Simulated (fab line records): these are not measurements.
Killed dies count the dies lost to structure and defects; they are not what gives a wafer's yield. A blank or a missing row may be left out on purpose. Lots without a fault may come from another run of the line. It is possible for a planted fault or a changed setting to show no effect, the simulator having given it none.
A struck lot beside a sound one + flow nand-harc + 36 out of 1159 route steps
Sound: these wafers, L243.1, L243.5, L243.6. Struck: wafer L258.2. At the end, the cause is stated.
Per side, at each step with rows, come the tool, then ch with its chambers, and then its first start. Under that, the readings that differ: sound wafers + struck wafers + difference of the means + sigmas: that difference in standard deviations of wafers without a fault.
alike: readings whose means differ by less than 2 such deviations, and words and numbers that are the same on both sides. not compared: withheld readings, readings that some wafer has no value for, bounds like >300 that may hide the same value, and numbers for which the record gives no deviation and whose values overlap.
Wherever a step has rows on one side only, a row that says differs or no value, or a row with sigmas, the two part there. When numbers do not overlap yet have no deviation, they are printed without sigmas and do not part them. A reading that every wafer of one side lacks parts them only if that side has two wafers or more.

NHARC_P_START_INSPECT_01:
  sound: defect-inspect-01 at day 1 18:02; struck: defect-inspect-01 at day 5 12:02
  alike: raw-defect-count
then, 2 steps without rows for these wafers: NHARC_P_ZERO_WELL_PRECLEAN_00 (cleans in SPM, time 600 s); NHARC_P_ZERO_WELL_SRD_01.
NHARC_P_ZERO_WELL_PECVD_02: deposits SiO2, target thk 10 nm.
  sound on pecvd-03 ch 1,2, day 1 18:29; struck on pecvd-01 ch 1, day 5 12:31
  alike: susceptor-temp-C
then, 9 steps without rows for these wafers: NHARC_P_ZERO_WELL_DEHYDRATE_03 (time 120 s); NHARC_P_ZERO_WELL_HMDS_04 (time 30 s); NHARC_P_ZERO_WELL_COAT_64 (time 65 s); NHARC_P_ZERO_WELL_COAT_05 (resist thk 600 nm); NHARC_P_ZERO_WELL_SOFTBAKE_06 (time 70 s); NHARC_P_ZERO_WELL_EBR_07; NHARC_P_ZERO_WELL_EXPOSE_08 (exposes mask P ZERO, target cd 500 nm); NHARC_P_ZERO_WELL_PEB_09 (peb time 80 s); NHARC_P_ZERO_WELL_DEVELOP_10 (time 50 s).
NHARC_P_ZERO_WELL_CD_MEAS_11 targets a cd of 500 nm.
  sound on cd-sem-02 ch 0, day 1 19:06; struck on cd-sem-01 ch 0, day 5 13:14
  alike: cd-nm
then, 1 step without rows for these wafers: NHARC_P_ZERO_WELL_HARDBAKE_12 (time 65 s).
NHARC_P_ZERO_WELL_DESCUM_13: chemistry O2, time 3 s.
  sound on rie-diel-05 ch 0,3, day 1 19:16; struck on rie-diel-10 ch 1, day 5 13:24
| reading                         | sound          | struck | difference | sigmas |
|---------------------------------|----------------|--------|------------|--------|
| showerhead-plenum-p-Torr (Torr) | 2.03 2.07 2.03 | 1.88   | -0.16      | -2     |
  alike: drypump-motor-current-A, oes-product-au, rf-vpp-V, throttle-valve-pct
  not compared: rf-hours-counter-h
NHARC_P_ZERO_WELL_ETCH_65: etches the open film in N2/H2, target depth 80 nm, overetch 24 nm, time 87.88 s.
  sound on rie-diel-05 ch 0,1,3, day 1 19:23; struck on rie-diel-10 ch 0, day 5 13:30
  alike: drypump-motor-current-A, oes-product-au, rf-vpp-V, showerhead-plenum-p-Torr, throttle-valve-pct
  not compared: rf-hours-counter-h
NHARC_P_ZERO_WELL_ETCH_62: etches the open film in CHF3/Ar, target depth 13 nm, time 6.5 s.
  sound: rie-diel-05 ch 0,1,3; struck: rie-diel-10 ch 1
  alike: drypump-motor-current-A, oes-product-au, rf-vpp-V, showerhead-plenum-p-Torr, throttle-valve-pct
  not compared: rf-hours-counter-h
NHARC_P_ZERO_WELL_ETCH_63: etches the open film in HBr/Cl2, target depth 120 nm, time 40.1 s.
  sound on rie-si-04 ch 0,1,3, day 1 19:36; struck on rie-si-04 ch 0, day 5 13:40
  alike: drypump-motor-current-A, oes-product-au, throttle-valve-pct
  not compared: rf-hours-counter-h
then, 9 steps without rows for these wafers: NHARC_P_ZERO_WELL_STRIP_15 (strips in SPM, time 900 s); NHARC_P_ZERO_WELL_DEHYDRATE_16 (time 120 s); NHARC_P_ZERO_WELL_HMDS_17 (time 30 s); NHARC_P_ZERO_WELL_COAT_18; NHARC_P_ZERO_WELL_SOFTBAKE_19 (time 95 s); NHARC_P_ZERO_WELL_EBR_20; NHARC_P_ZERO_WELL_EXPOSE_21 (exposes mask P NWELL, target cd 720 nm); NHARC_P_ZERO_WELL_PEB_22 (peb time 85 s); NHARC_P_ZERO_WELL_DEVELOP_23 (time 70 s).
NHARC_P_ZERO_WELL_CD_MEAS_24 targets a cd of 720 nm.
  sound on cd-sem-03 ch 0, day 1 20:30; struck on cd-sem-03 ch 0, day 5 14:36
| reading    | sound             | struck | difference | sigmas |
|------------|-------------------|--------|------------|--------|
| cd-nm (nm) | 723.3 720.5 722.6 | 716.8  | -5.3       | -2     |
then, 1 step without rows for these wafers: NHARC_P_ZERO_WELL_HARDBAKE_25 (time 80 s).
NHARC_P_ZERO_WELL_DESCUM_26: chemistry O2, time 3 s.
  sound on rie-diel-05 ch 0,3, day 1 20:40; struck on rie-diel-10 ch 1, day 5 14:47
| reading                         | sound          | struck | difference | sigmas |
|---------------------------------|----------------|--------|------------|--------|
| showerhead-plenum-p-Torr (Torr) | 2.07 2.07 2.03 | 1.89   | -0.17      | -2     |
  alike: drypump-motor-current-A, oes-product-au, rf-vpp-V, throttle-valve-pct
  not compared: rf-hours-counter-h
then, 2 steps without rows for these wafers: NHARC_P_ZERO_WELL_IMPLANT_27; NHARC_P_ZERO_WELL_IMPLANT_57.
NHARC_P_ZERO_WELL_INSPECT_43:
  sound: defect-inspect-01 at day 2 01:29; struck: defect-inspect-02 at day 5 19:55
| reading          | sound    | struck | difference | sigmas |
|------------------|----------|--------|------------|--------|
| raw-defect-count | 13 23 34 | 316    | +293       | +38    |
  not compared: hold
NHARC_P_STI_ETCH_26: etches SiO2 in dHF, target depth 11 nm.
  sound on wet-bench-07 ch 1,2,4, day 2 01:33; struck on wet-bench-07 ch 1, day 5 21:23
| reading | sound | struck                   | difference                   | sigmas |
|---------|-------|--------------------------|------------------------------|--------|
| hold    | - - - | await-dispo/1.4h/release | no value on the sound wafers |        |
-- break in the record here, with 19 days between the starts of the struck wafers on either side (left off in module P_STI, picked up again in module END, where the first step shown is number 1159 on the route) --
NHARC_END_SORT_01:
  at this point the record logs the struck wafers (prober-01 ch 0, day 24 16:21) and has no rows for the sound ones

== WHERE THEY PART ==
First at NHARC_P_ZERO_WELL_DESCUM_13; last, within this record, at NHARC_END_SORT_01.

WHY: what had been put in by the simulator
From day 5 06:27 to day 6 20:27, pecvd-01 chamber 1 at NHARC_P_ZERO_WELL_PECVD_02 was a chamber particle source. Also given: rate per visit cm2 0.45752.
